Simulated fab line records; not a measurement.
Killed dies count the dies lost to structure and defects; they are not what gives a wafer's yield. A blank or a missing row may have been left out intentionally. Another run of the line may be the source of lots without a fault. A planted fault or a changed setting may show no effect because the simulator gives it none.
Which of the tools did it?	flow n5Finfet	72 wafers from 24 lots sampled at 3 of the route's 1938 steps

== WHAT THE GAUGES READ, wafer by wafer ==
N5_GATE_CUT_INSPECT_26: inspects for defects (darkfield).
lot	measured	on	rawDefectCount
L074	day 4 18:04	defectInspect-02	45 36 45
L075	day 4 19:14	defectInspect-01	28 85 54
L076	day 5 05:37	defectInspect-01	17 21 15
L077	day 5 06:56	defectInspect-01	64 94 66
L078	day 5 14:22	defectInspect-01	48 44 18
L079	day 5 20:54	defectInspect-02	33 26 23
L080	day 6 05:00	defectInspect-01	49 52 51
L081	day 6 15:46	defectInspect-02	38 20 28
L082	day 6 16:08	defectInspect-01	41 35 55
L083	day 6 22:29	defectInspect-01	25 49 28
L084	day 7 00:12	defectInspect-02	11 22 24
L085	day 7 07:02	defectInspect-02	28 18 38
L086	day 7 14:50	defectInspect-02	44 31 39
L087	day 7 20:56	defectInspect-01	16 30 68
L088	day 8 02:02	defectInspect-02	40 30 43
L089	day 8 11:07	defectInspect-01	31 30 27
L090	day 8 16:26	defectInspect-01	36 49 12
L091	day 9 02:08	defectInspect-02	25 24 23
L093	day 9 09:47	defectInspect-02	37 50 43
L092	day 9 16:38	defectInspect-02	27 43 44
L094	day 9 20:25	defectInspect-01	30 20 48
L095	day 10 00:45	defectInspect-02	49 43 70
L096	day 10 03:46	defectInspect-02	46 81 39
L097	day 10 10:49	defectInspect-02	71 51 47

N5_MOL_CONTACT_COAG_CD_MEAS_08: the cd target is 28 nm.
lot	measured	on	cdNm (nm)
L074	day 4 18:29	cdSem-02	27.87 28.42 28.04
L075	day 4 19:40	cdSem-02	27.77 27.60 27.96
L076	day 5 05:55	cdSem-01	28.21 28.13 28.21
L077	day 5 07:22	cdSem-02	27.77 28.15 27.95
L078	day 5 14:48	cdSem-03	28.29 28.08 27.79
L079	day 5 21:12	cdSem-03	28.12 27.90 28.16
L080	day 6 05:25	cdSem-02	28.27 27.96 27.97
L081	day 6 16:12	cdSem-02	27.67 27.95 28.06
L082	day 6 16:26	cdSem-02	28.07 27.74 27.86
L083	day 6 22:47	cdSem-01	27.88 28.00 28.18
L084	day 7 00:30	cdSem-02	27.80 28.08 28.11
L085	day 7 07:20	cdSem-01	28.23 28.04 28.30
L086	day 7 15:15	cdSem-03	27.63 27.85 27.03
L087	day 7 21:25	cdSem-02	28.20 27.72 28.09
L088	day 8 02:20	cdSem-03	27.80 28.14 28.27
L089	day 8 11:32	cdSem-01	27.81 27.40 27.99
L090	day 8 16:44	cdSem-03	27.71 28.37 28.39
L091	day 9 02:34	cdSem-01	27.94 27.98 27.82
L093	day 9 10:05	cdSem-01	27.89 28.27 28.26
L092	day 9 16:56	cdSem-02	28.03 27.61 28.10
L094	day 9 20:50	cdSem-03	27.75 27.89 27.62
L095	day 10 01:10	cdSem-01	27.94 27.64 27.68
L096	day 10 04:03	cdSem-01	27.49 28.02 27.72
L097	day 10 11:07	cdSem-03	27.91 27.93 27.72

== EACH LOT AND THE TOOL THAT RAN IT (in order: tool; ch and the chambers of the sampled wafers; start) ==
lot	N5_GATE_CUT_CMP_61
L074	cmp-04 ch 2,3, day 4 17:50
L075	cmp-04 ch 0,1,3, day 4 19:02
L076	cmp-04 ch 1,2,3, day 5 05:26
L077	cmp-04 ch 1,3, day 5 06:43
L078	cmp-04 ch 0,2,3, day 5 14:12
L079	cmp-04 ch 0,2, day 5 20:40
L080	cmp-04 ch 0,1,3, day 6 04:46
L081	cmp-04 ch 0,2,3, day 6 15:34
L082	cmp-02 ch 0,1,3, day 6 15:55
L083	cmp-04 ch 2,3, day 6 22:15
L084	cmp-02 ch 1,2,3, day 7 00:00
L085	cmp-04 ch 1,2, day 7 06:50
L086	cmp-04 ch 0,1,2, day 7 14:35
L087	cmp-03 ch 0,1,3, day 7 20:44
L088	cmp-02 ch 1,2,3, day 8 01:48
L089	cmp-02 ch 1,2,3, day 8 10:55
L090	cmp-04 ch 0,1, day 8 16:12
L091	cmp-02 ch 0,3, day 9 01:54
L093	cmp-04 ch 1,2,3, day 9 09:33
L092	cmp-04 ch 1,2,3, day 9 16:24
L094	cmp-04 ch 0,1,3, day 9 20:14
L095	cmp-04 ch 1,3, day 10 00:31
L096	cmp-02 ch 1,2, day 10 03:32
L097	cmp-02 ch 0,2,3, day 10 10:37
- N5_GATE_CUT_CMP_61: polishes, stops on SiNx, t overpolish 3 s.

== WHAT THE TOOLS THEMSELVES READ (means of the sampled wafers that have a number; where no wafer has one, the mark that the record gives instead) ==
N5_GATE_CUT_CMP_61.
lot	tool	motorCurrentA (A)
L074	cmp-04	13.0
L075	cmp-04	11.9
L076	cmp-04	12.5
L077	cmp-04	12.0
L078	cmp-04	12.4
L079	cmp-04	11.9
L080	cmp-04	12.1
L081	cmp-04	12.7
L082	cmp-02	11.8
L083	cmp-04	13.1
L084	cmp-02	11.4
L085	cmp-04	12.8
L086	cmp-04	11.9
L087	cmp-03	11.7
L088	cmp-02	11.2
L089	cmp-02	11.4
L090	cmp-04	11.7
L091	cmp-02	11.9
L093	cmp-04	12.9
L092	cmp-04	12.3
L094	cmp-04	12.1
L095	cmp-04	12.3
L096	cmp-02	10.6
L097	cmp-02	11.6

== THE ANSWER, worked out from the rows above alone ==
Rule: usual is defined by the lots themselves. The widest of any qualifying gaps counts: lots, ordered by their means at a reading, are off when they make up no more than a third of the lots, leave a main group of 4 or more, and stand apart from it by 3 or more times the standard deviation of that group's means. The tables above print the reading to a certain number of digits; a main group whose means all agree to those digits is not used. A lot without any number at a reading at which 4 lots or more have one is off too. The other lots that the step has rows for count as sound. The gauges are gone through in route order, then the tools' own readings, and for those a lot's mean is taken as printed above. At the first step where some lot is off, the reading lying furthest off is the one used; lots without a number count as furthest.
No lot is off on any of the readings shown, so nothing can be concluded from this.

== WHAT THE SIMULATOR HAD PUT IN ==
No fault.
